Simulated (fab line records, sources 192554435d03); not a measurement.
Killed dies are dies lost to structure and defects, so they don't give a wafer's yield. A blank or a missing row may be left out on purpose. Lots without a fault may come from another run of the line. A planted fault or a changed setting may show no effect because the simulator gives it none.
fab line records | flow n5_finfet | part 1 of 2: steps 1 to 27 of 36
record lots=5 wafers=15 last_day=18
route steps=1938 shown MIM_TOP_ETCH@1853 MIM_BOT_LITHO@1854 MIM_BOT_ETCH@1866 PASS1_CAP@1873 TV_LITHO@1875 TV_OPEN@1887
lots that met no fault: from a run of the same line without faults
start_h: hours from the record's first day to the start of the lot's first wafer shown | wait_h: hours since the lot's step before | " the same as in the row above | L1.1+2: a row that stands for several wafers | - no value, or no start given | * or withheld: withheld | < > ~ a bound
route shown NAME@n: a module of which the file shows steps, and the number in the route of the first | usual: mean/standard deviation of fault-free wafers | same: alike in all rows | chamber/n: place in a boat | sites: the reading at each site | _std_site: their standard deviation | _edge_site: outer sites' mean less inner sites' | radius_mm: how far each site lies from the wafer's centre | mask NAME#n: copy n | behind: the tool/chamber that last shaped the wafer | hold: why the lot was held/for how many hours/how that ended | device: the transistor (n, p or np) that didn't switch | end of line: the same wafers' tests at the end of the route | a step without rows: its recipe alone | killed: dies lost to structure and defects at the first sort, not the wafer's yield | map: a wafer's dies, x killed, . not, _ none there
set.NAME: the setting as run; set.NAME@STEP: as run at that earlier step | model.NAME: the simulator's own value behind a step, which no gauge read
lots at some steps of the route; a table a step, a row a wafer
services: from which hour (start_h, from the record's first day; less than 0 if before it) a tool's chamber was out of use, for how many hours, and why
## steps
# step N5_MIM_TOP_ETCH_PECVD_03
# recipe material=SiNx target_thk_a=200 temp_c=400 precursor=SiH4/NH3/N2 pressure_torr=1.5 rf_w=300 time_s=17.6
# usual heater_power_w=808/83 showerhead_plenum_p_Torr=5.12/0.063 throttle_valve_pct=39.1/1.6
# columns lot.wafer tool chamber start_h wait_h heater_power_w showerhead_plenum_p_Torr since_wet_clean_h throttle_valve_pct
L075.1 pecvd-02 2 276.54 - 787 5.10 408 38.7
L075.2 " 0 " " 791 5.28 1162 40.0
L075.6 " 0 " " 784 5.28 - 39.6
L080.3 pecvd-02 2 299.44 - 921 5.10 - 39.2
L080.4 " 1 " " 779 5.13 - 41.9
L080.6 " 1 " " 762 5.12 - 41.3
L086.3 pecvd-03 0 355.33 - 791 5.15 878 40.7
L086.4 " 0 " " 762 5.14 - 40.6
L086.5 " 2 " " 675 5.05 - 37.5
L088.3 pecvd-04 0 374.17 - 937 5.17 1078 38.3
L088.4 " 1 " " 803 5.06 - 38.6
L088.6 " 2 " " 683 5.03 - 37.0
L096.3 pecvd-03 2 429.06 - 814 5.06 198 37.8
L096.5 " 0 " " 804 5.13 - 41.2
L096.6 " 1 " " 842 5.19 - 40.5
# step N5_MIM_BOT_LITHO_HMDS_01
# recipe time_s=60 temp_c=120
# columns lot.wafer tool chamber start_h wait_h
L075.1+2+6 litho_track-01 0 276.61 0.0
L080.3+4+6 litho_track-01 0 299.51 0.1
L086.3+4+5 litho_track-04 0 355.41 0.1
L088.3+4+6 litho_track-02 0 374.24 0.1
L096.3+5+6 litho_track-02 0 429.13 0.1
# step N5_MIM_BOT_LITHO_COAT_02
# recipe spin_rpm=* resist_thk_nm=*
# columns lot.wafer tool chamber start_h wait_h
L075.1+2+6 litho_track-01 0 - -
L080.3+4+6 litho_track-01 0 - -
L086.3+4+5 litho_track-04 0 - -
L088.3+4+6 litho_track-02 0 - -
L096.3+5+6 litho_track-02 0 - -
# step N5_MIM_BOT_LITHO_EBR_04
# recipe solvent=PGMEA ebr_width_mm=1.5
# columns lot.wafer tool chamber start_h wait_h
L075.1+2+6 litho_track-01 0 - -
L080.3+4+6 litho_track-01 0 - -
L086.3+4+5 litho_track-04 0 - -
L088.3+4+6 litho_track-02 0 - -
L096.3+5+6 litho_track-02 0 - -
# step N5_MIM_BOT_LITHO_SOFTBAKE_03
# recipe temp_c=100 time_s=90
# columns lot.wafer tool chamber start_h wait_h
L075.1+2+6 litho_track-01 0 - -
L080.3+4+6 litho_track-01 0 - -
L086.3+4+5 litho_track-04 0 - -
L088.3+4+6 litho_track-02 0 - -
L096.3+5+6 litho_track-02 0 - -
# step N5_MIM_BOT_LITHO_EXPOSE_05
# recipe mask_id=MIM_BOT na=0.55 source_shape=conventional sigma_outer=0.8 polarization=unpolarized dose_mj=24.25
# columns lot.wafer tool chamber start_h wait_h mask
L075.1+2+6 krf_scanner-01 0 276.85 - MIM_BOT#0
L080.3+4+6 krf_scanner-01 0 299.75 - MIM_BOT#0
L086.3+4+5 krf_scanner-02 0 355.65 - MIM_BOT#0
L088.3+4+6 krf_scanner-01 0 374.48 - MIM_BOT#0
L096.3+5+6 krf_scanner-01 0 429.25 - MIM_BOT#0
# step N5_MIM_BOT_LITHO_PEB_06
# recipe peb_temp_c=withheld peb_time_s=*
# columns lot.wafer tool chamber start_h wait_h
L075.1+2+6 litho_track-02 0 276.90 0.1
L080.3+4+6 litho_track-04 0 299.80 0.0
L086.3+4+5 litho_track-04 0 355.70 0.0
L088.3+4+6 litho_track-01 0 374.53 0.0
L096.3+5+6 litho_track-01 0 429.29 0.0
# step N5_MIM_BOT_LITHO_DEVELOP_07
# recipe develop_time_s=60 rinse_liquid=diw dry=air_spin dev_temp_c=21
# columns lot.wafer tool chamber start_h wait_h
L075.1+2+6 litho_track-02 0 - -
L080.3+4+6 litho_track-04 0 - -
L086.3+4+5 litho_track-04 0 - -
L088.3+4+6 litho_track-01 0 - -
L096.3+5+6 litho_track-01 0 - -
# step N5_MIM_BOT_LITHO_HARDBAKE_09
# recipe temp_c=130 time_s=120
# columns lot.wafer tool chamber start_h wait_h
L075.1+2+6 litho_track-02 0 - -
L080.3+4+6 litho_track-04 0 - -
L086.3+4+5 litho_track-04 0 - -
L088.3+4+6 litho_track-01 0 - -
L096.3+5+6 litho_track-01 0 - -
# step N5_MIM_BOT_LITHO_CD_MEAS_08
# recipe target_cd_nm=3000 landing_energy_ev=500 detector=se_inlens polarity=opening
# usual cd_nm=2999.1/2.7
# columns lot.wafer tool chamber start_h wait_h cd_nm
L075.1 cd_sem-02 0 277.02 - 2996.5
L075.2 " 0 " " 2995.4
L075.6 " 0 " " 2999.6
L080.3 cd_sem-01 0 299.92 - 3006.3
L080.4 " 0 " " 3000.0
L080.6 " 0 " " 3003.7
L086.3 cd_sem-01 0 355.82 - 3002.5
L086.4 " 0 " " 3002.4
L086.5 " 0 " " 3001.2
L088.3 cd_sem-03 0 374.65 - 3000.5
L088.4 " 0 " " 3001.8
L088.6 " 0 " " 3001.1
L096.3 cd_sem-02 0 429.41 - 3000.0
L096.5 " 0 " " 2998.8
L096.6 " 0 " " 3000.9
# step N5_MIM_BOT_LITHO_OVL_MEAS_11
# recipe points_per_wafer=44
# usual MIM_BOT_OVL=0/5.5
# columns lot.wafer tool chamber start_h wait_h MIM_BOT_OVL[nm]
L075.1 overlay-01 0 277.05 0.0 0
L075.2 " 0 " " 0
L075.6 " 0 " " -1
L080.3 overlay-02 0 299.95 0.0 -3
L080.4 " 0 " " 2
L080.6 " 0 " " -4
L086.3 overlay-02 0 355.85 0.0 -5
L086.4 " 0 " " 1
L086.5 " 0 " " 1
L088.3 overlay-01 0 374.68 0.0 1
L088.4 " 0 " " 3
L088.6 " 0 " " 0
L096.3 overlay-02 0 429.44 0.0 8
L096.5 " 0 " " 5
L096.6 " 0 " " 1
# step N5_MIM_BOT_LITHO_INSPECT_12
# recipe mode=adi inspect_instrument=macro
# usual raw_defect_count=2.1/1.5
# columns lot.wafer tool chamber start_h wait_h raw_defect_count
L075.1 defect_inspect-02 - 277.08 0.0 2
L075.2 " - " " 1
L075.6 " - " " 0
L080.3 defect_inspect-02 - 299.97 0.0 6
L080.4 " - " " 2
L080.6 " - " " 1
L086.3 defect_inspect-02 - 355.87 0.0 1
L086.4 " - " " 1
L086.5 " - " " 2
L088.3 defect_inspect-01 - 374.70 0.0 1
L088.4 " - " " 2
L088.6 " - " " 1
L096.3 defect_inspect-02 - 429.47 0.0 2
L096.5 " - " " 2
L096.6 " - " " 1
# step N5_MIM_BOT_LITHO_DESCUM_10
# recipe chemistry=O2 time_s=7.9 source_power_w=50 bias_power_w=20 pressure_mtorr=20 rf_frequency_hz=2.712e+07 temp_c=40 o2_flow_sccm=225
# usual drypump_motor_current_A=5.6/0.49 o2_flow_sccm=225.0/0.66 oes_product_au=0.79/0.11 rf_vpp_V=243.4/1.5 showerhead_plenum_p_Torr=2.11/0.082 throttle_valve_pct=20.34/0.27
# columns lot.wafer tool chamber start_h wait_h drypump_motor_current_A o2_flow_sccm oes_product_au rf_hours_counter_h rf_vpp_V showerhead_plenum_p_Torr throttle_valve_pct
L075.1 rie_diel-01 1 277.51 0.4 5.9 225.3 0.69 217 244.1 2.16 20.60
L075.2 " 3 " " 5.7 226.0 0.84 41 242.2 2.07 20.20
L075.6 " 2 " " 5.5 225.3 0.87 - 245.6 2.23 20.17
L080.3 rie_diel-03 0 300.01 0.0 5.2 224.8 0.82 53 245.2 2.20 20.12
L080.4 " 3 " " 6.5 226.4 0.71 172 242.4 1.99 20.70
L080.6 " 1 " " 5.4 225.3 0.80 - 241.7 2.04 20.03
L086.3 rie_diel-01 3 355.90 0.0 5.7 226.0 0.82 73 243.5 2.05 20.25
L086.4 " 0 " " 6.0 225.5 0.91 20 243.8 2.17 20.48
L086.5 " 1 " " 5.9 226.2 0.68 - 244.3 2.15 20.65
L088.3 rie_diel-05 1 374.85 0.1 5.4 224.5 0.66 254 242.5 2.06 20.77
L088.4 " 2 " " 6.2 224.4 1.00 - 245.1 2.23 20.15
L088.6 " 0 " " 5.2 224.4 0.65 - 242.8 2.04 20.15
L096.3 rie_diel-05 2 429.50 0.0 6.2 224.5 0.93 26 247.3 2.22 20.22
L096.5 " 1 " " 5.4 224.2 0.96 - 241.2 2.06 20.28
L096.6 " 2 " " 6.2 225.0 0.93 - 246.2 2.22 20.19
# step N5_MIM_BOT_ETCH_ETCH_04
# recipe chemistry=CF4/O2 target=SiNx target_depth_a=260 time_s=13 ion_energy_ev=100 pressure_mtorr=40 source_w=535 bias_w=49 Ar_flow_sccm=100 cf4_flow_sccm=100 O2_flow_sccm=10
# usual drypump_motor_current_A=5.6/0.49 oes_product_au=0.79/0.11 rf_vpp_V=239/5 showerhead_plenum_p_Torr=2.22/0.086 throttle_valve_pct=15.89/0.25
# columns lot.wafer tool chamber start_h wait_h drypump_motor_current_A oes_product_au rf_hours_counter_h rf_vpp_V showerhead_plenum_p_Torr throttle_valve_pct
L075.1 rie_diel-01 1 277.58 0.0 5.9 0.69 217 248 2.26 16.17
L075.2 " 3 " " 5.7 0.83 41 243 2.15 15.63
L075.6 " 2 " " 5.6 0.89 - 239 2.34 15.67
L080.3 rie_diel-03 0 300.07 0.0 5.2 0.81 53 243 2.35 15.80
L080.4 " 3 " " 6.4 0.74 172 237 2.11 16.28
L080.6 " 1 " " 5.4 0.84 - 237 2.14 15.55
L086.3 rie_diel-01 3 355.97 0.0 5.7 0.79 73 244 2.14 15.71
L086.4 " 0 " " 6.0 0.92 20 246 2.24 15.68
L086.5 " 1 " " 5.9 0.68 - 248 2.25 16.21
L088.3 rie_diel-05 1 374.91 0.0 5.4 0.66 254 234 2.14 16.16
L088.4 " 2 " " 6.2 1.02 - 235 2.36 15.84
L088.6 " 0 " " 5.2 0.65 - 233 2.17 15.99
L096.3 rie_diel-05 2 429.57 0.0 6.2 0.94 26 234 2.35 15.87
L096.5 " 1 " " 5.4 0.95 - 232 2.14 15.65
L096.6 " 2 " " 6.2 0.94 - 234 2.35 15.89
# step N5_MIM_BOT_ETCH_ETCH_03
# recipe chemistry=Cl2/BCl3 target_depth_a=120 pressure_mtorr=8 icp_w=800 bias_w=100 Cl2_flow_sccm=20 bcl3_flow_sccm=80
# usual drypump_motor_current_A=5.55/0.29 oes_product_au=0.82/0.086 throttle_valve_pct=27.8/0.35
# columns lot.wafer tool chamber start_h wait_h drypump_motor_current_A oes_product_au rf_hours_counter_h throttle_valve_pct
L075.1 rie_metal-03 0 277.67 0.1 5.68 0.71 68 27.6
L075.2 " 1 " " 5.89 0.75 45 28.0
L075.6 " 1 " " 5.90 0.76 - 28.0
L080.3 rie_metal-03 1 300.19 0.1 5.89 0.74 - 28.0
L080.4 " 0 " " 5.71 0.71 - 27.6
L080.6 " 0 " " 5.70 0.72 - 27.6
L086.3 rie_metal-01 1 356.09 0.1 5.62 0.90 - 27.1
L086.4 " 0 " " 5.43 0.82 - 28.3
L086.5 " 0 " " 5.45 0.82 - 28.3
L088.3 rie_metal-02 1 375.03 0.1 5.48 0.91 - 27.8
L088.4 " 0 " " 4.98 0.88 - 27.7
L088.6 " 0 " " 4.93 0.86 - 27.7
L096.3 rie_metal-03 0 429.68 0.1 5.67 0.69 - 27.7
L096.5 " 1 " " 5.91 0.74 - 28.0
L096.6 " 0 " " 5.62 0.69 - 27.7
# step N5_MIM_BOT_ETCH_ETCH_00
# recipe chemistry=Cl2/BCl3 target=TiN target_depth_a=455 ion_energy_ev=150 pressure_mtorr=10 icp_w=1000 bias_w=126 Cl2_flow_sccm=53.25 bcl3_flow_sccm=21.75 Ar_flow_sccm=25
# usual drypump_motor_current_A=5.55/0.29 oes_product_au=0.82/0.085 throttle_valve_pct=22.05/0.28
# columns lot.wafer tool chamber start_h wait_h drypump_motor_current_A oes_product_au rf_hours_counter_h throttle_valve_pct
L075.1 rie_metal-03 0 277.76 0.1 5.72 0.72 68 22.05
L075.2 " 1 " " 5.90 0.76 45 22.31
L075.6 " 1 " " 5.92 0.77 - 22.32
L080.3 rie_metal-03 1 300.29 0.1 5.90 0.75 - 22.31
L080.4 " 0 " " 5.68 0.71 - 22.05
L080.6 " 0 " " 5.68 0.71 - 22.07
L086.3 rie_metal-01 1 356.19 0.1 5.66 0.88 - 21.55
L086.4 " 0 " " 5.47 0.82 - 22.40
L086.5 " 0 " " 5.44 0.83 - 22.43
L088.3 rie_metal-02 1 375.13 0.1 5.49 0.89 - 22.06
L088.4 " 0 " " 4.94 0.87 - 21.84
L088.6 " 0 " " 4.93 0.86 - 21.83
L096.3 rie_metal-03 0 429.78 0.1 5.68 0.69 - 22.09
L096.5 " 1 " " 5.90 0.73 - 22.35
L096.6 " 0 " " 5.66 0.69 - 22.09
# step N5_MIM_BOT_ETCH_STRIP_01
# recipe chemistry=O2 power_w=600 temp_c=60 pressure_mtorr=30 rf_frequency_hz=6e+07 bias_power_w=0 overash_fraction=0.5 o2_flow_sccm=225
# usual drypump_motor_current_A=5.5/0.49 o2_flow_sccm=225.0/0.67 oes_product_au=0.79/0.11 rf_vpp_V=3.7/1.3 showerhead_plenum_p_Torr=2.11/0.082 throttle_valve_pct=16.59/0.26
# columns lot.wafer tool chamber start_h wait_h drypump_motor_current_A o2_flow_sccm oes_product_au rf_hours_counter_h rf_vpp_V showerhead_plenum_p_Torr throttle_valve_pct
L075.1 rie_diel-01 2 277.92 0.1 5.5 224.7 0.87 48 2.4 2.24 16.30
L075.2 " 0 " " 6.0 225.0 0.65 246 3.5 2.18 16.97
L075.6 " 2 " " 5.5 224.6 0.88 - 3.7 2.24 16.39
L080.3 rie_diel-03 1 300.39 0.1 5.4 224.2 0.82 66 2.5 2.05 16.30
L080.4 " 0 " " 5.2 224.5 0.80 53 4.4 2.20 16.32
L080.6 " 1 " " 5.4 225.0 0.80 - 5.2 2.04 16.32
L086.3 rie_diel-03 1 356.34 0.1 5.4 225.1 0.76 86 2.0 2.04 16.33
L086.4 " 2 " " 4.7 224.1 0.86 53 3.4 2.05 16.40
L086.5 " 3 " " 6.4 225.9 0.68 - 3.6 1.99 16.98
L088.3 rie_diel-05 1 375.42 0.2 5.4 225.1 0.66 254 3.2 2.07 17.01
L088.4 " 0 " " 5.2 224.7 0.65 - 3.3 2.04 16.53
L088.6 " 1 " " 5.4 224.7 0.65 - 3.4 2.07 17.05
L096.3 rie_diel-05 1 429.92 0.1 5.4 224.8 0.97 4 2.5 2.06 16.53
L096.5 " 3 " " 4.8 225.7 0.90 - 2.9 2.14 16.27
L096.6 " 2 " " 6.3 225.6 0.91 - 6.5 2.22 16.44
# step N5_MIM_BOT_ETCH_STRIP_02
# recipe chemistry=post_etch_residue_remover time_s=1200 temp_c=72.5
# columns lot.wafer tool chamber start_h wait_h
L075.1+2+6 wet_bench-04 7,4,5 277.99 -
L080.3+4+6 wet_bench-06 1,2,0 300.46 -
L086.3+4+5 wet_bench-04 2,0,1 356.41 -
L088.3+4+6 wet_bench-04 1,7,6 375.48 -
L096.3+5+6 wet_bench-06 3,1,2 429.98 -
# step N5_MIM_BOT_ETCH_CLEAN_05
# recipe chemistry=IPA time_s=180 temp_c=25
# columns lot.wafer tool chamber start_h wait_h
L075.1+2+6 wet_bench-04 7,4,5 278.32 0.0
L080.3+4+6 wet_bench-06 1,2,0 300.79 0.0
L086.3+4+5 wet_bench-04 2,0,1 356.74 0.0
L088.3+4+6 wet_bench-04 1,7,6 375.85 0.0
L096.3+5+6 wet_bench-06 3,1,2 430.32 0.0
# step N5_MIM_BOT_ETCH_SRD_06
# recipe dry=ipa_marangoni time_s=30 temp_c=23 rinse_liquid=diw
# columns lot.wafer tool chamber start_h wait_h
L075.1+2+6 wet_bench-04 7,4,5 278.38 0.0
L080.3+4+6 wet_bench-06 1,2,0 300.84 0.0
L086.3+4+5 wet_bench-04 2,0,1 356.79 0.0
L088.3+4+6 wet_bench-04 1,7,6 375.91 0.0
L096.3+5+6 wet_bench-06 3,1,2 430.37 0.0
# step N5_PASSIVATION_PECVD_55
# recipe material=SiO2 target_thk_a=4000 temp_c=400 precursor=SiH4/N2O pressure_torr=2.7 rf_w=608 time_s=22.5
# usual heater_power_w=656/61 showerhead_plenum_p_Torr=8.13/0.086 throttle_valve_pct=52.6/2.4
# columns lot.wafer tool chamber start_h wait_h heater_power_w showerhead_plenum_p_Torr since_wet_clean_h throttle_valve_pct
L075.1 pecvd-03 0 278.42 0.0 554 8.17 801 51.6
L075.2 " 1 " " 759 8.21 1526 52.2
L075.6 " 0 " " 600 8.15 - 51.7
L080.3 pecvd-03 0 300.90 0.0 656 8.16 824 52.1
L080.4 " 1 " " 621 8.20 - 52.6
L080.6 " 0 " " 672 8.17 - 52.0
L086.3 pecvd-03 1 356.84 0.0 738 8.20 1604 52.5
L086.4 " 0 " " 680 8.17 - 52.4
L086.5 " 1 " " 759 8.20 - 52.3
L088.3 pecvd-01 2 375.95 0.0 615 8.19 688 54.2
L088.4 " 2 " " 628 8.20 - 54.3
L088.6 " 0 " " 726 8.03 - 54.9
L096.3 pecvd-03 0 430.42 0.0 608 8.16 953 53.3
L096.5 " 0 " " 631 8.17 - 53.2
L096.6 " 1 " " 615 8.22 - 52.5
# step N5_PASSIVATION_PECVD_01
# recipe material=SiNx target_thk_a=2000 temp_c=400 precursor=SiH4/NH3/N2 pressure_torr=4.9 rf_w=1406 time_s=43.2
# usual heater_power_w=373/59 showerhead_plenum_p_Torr=8.65/0.059 throttle_valve_pct=29.7/1.3
# columns lot.wafer tool chamber start_h wait_h heater_power_w showerhead_plenum_p_Torr since_wet_clean_h throttle_valve_pct
L075.1 pecvd-03 0 278.46 0.0 348 8.67 801 29.1
L075.2 " 1 " " 406 8.71 1526 29.6
L075.6 " 0 " " 352 8.67 - 29.4
L080.3 pecvd-03 0 300.93 0.0 350 8.68 824 29.3
L080.4 " 1 " " 444 8.72 - 29.7
L080.6 " 0 " " 347 8.65 - 29.2
L086.3 pecvd-03 1 356.88 0.0 490 8.71 1605 29.6
L086.4 " 0 " " 395 8.67 - 29.5
L086.5 " 1 " " 498 8.71 - 29.5
L088.3 pecvd-01 2 375.99 0.0 304 8.69 688 30.6
L088.4 " 2 " " 317 8.68 - 30.4
L088.6 " 0 " " 424 8.57 - 31.3
L096.3 pecvd-03 0 430.45 0.0 291 8.68 953 30.2
L096.5 " 0 " " 305 8.67 - 30.0
L096.6 " 1 " " 417 8.69 - 29.7
# step N5_PASSIVATION_HMDS_03
# recipe time_s=60 temp_c=120
# columns lot.wafer tool chamber start_h wait_h
L075.1+2+6 litho_track-03 0 278.53 0.1
L080.3+4+6 litho_track-01 0 302.16 1.2
L086.3+4+5 litho_track-01 0 356.95 0.1
L088.3+4+6 litho_track-01 0 378.86 2.8
L096.3+5+6 litho_track-03 0 432.13 1.7
# step N5_PASSIVATION_COAT_04
# recipe spin_rpm=* resist_thk_nm=*
# columns lot.wafer tool chamber start_h wait_h
L075.1+2+6 litho_track-03 0 - -
L080.3+4+6 litho_track-01 0 - -
L086.3+4+5 litho_track-01 0 - -
L088.3+4+6 litho_track-01 0 - -
L096.3+5+6 litho_track-03 0 - -
# step N5_PASSIVATION_EBR_06
# recipe solvent=PGMEA ebr_width_mm=1.5
# columns lot.wafer tool chamber start_h wait_h
L075.1+2+6 litho_track-03 0 - -
L080.3+4+6 litho_track-01 0 - -
L086.3+4+5 litho_track-01 0 - -
L088.3+4+6 litho_track-01 0 - -
L096.3+5+6 litho_track-03 0 - -
# step N5_PASSIVATION_SOFTBAKE_05
# recipe temp_c=100 time_s=90
# columns lot.wafer tool chamber start_h wait_h
L075.1+2+6 litho_track-03 0 - -
L080.3+4+6 litho_track-01 0 - -
L086.3+4+5 litho_track-01 0 - -
L088.3+4+6 litho_track-01 0 - -
L096.3+5+6 litho_track-03 0 - -
# step N5_PASSIVATION_EXPOSE_07
# recipe mask_id=TV na=0.55 source_shape=conventional sigma_outer=0.8 polarization=unpolarized defocus_nm=0 target_cd_nm=3000 dose_mj=22.75
# columns lot.wafer tool chamber start_h wait_h mask
L075.1+2+6 krf_scanner-01 0 278.64 - TV#0
L080.3+4+6 krf_scanner-01 0 302.28 - TV#0
L086.3+4+5 krf_scanner-02 0 357.07 - TV#0
L088.3+4+6 krf_scanner-02 0 379.11 - TV#0
L096.3+5+6 krf_scanner-01 0 432.25 - TV#0
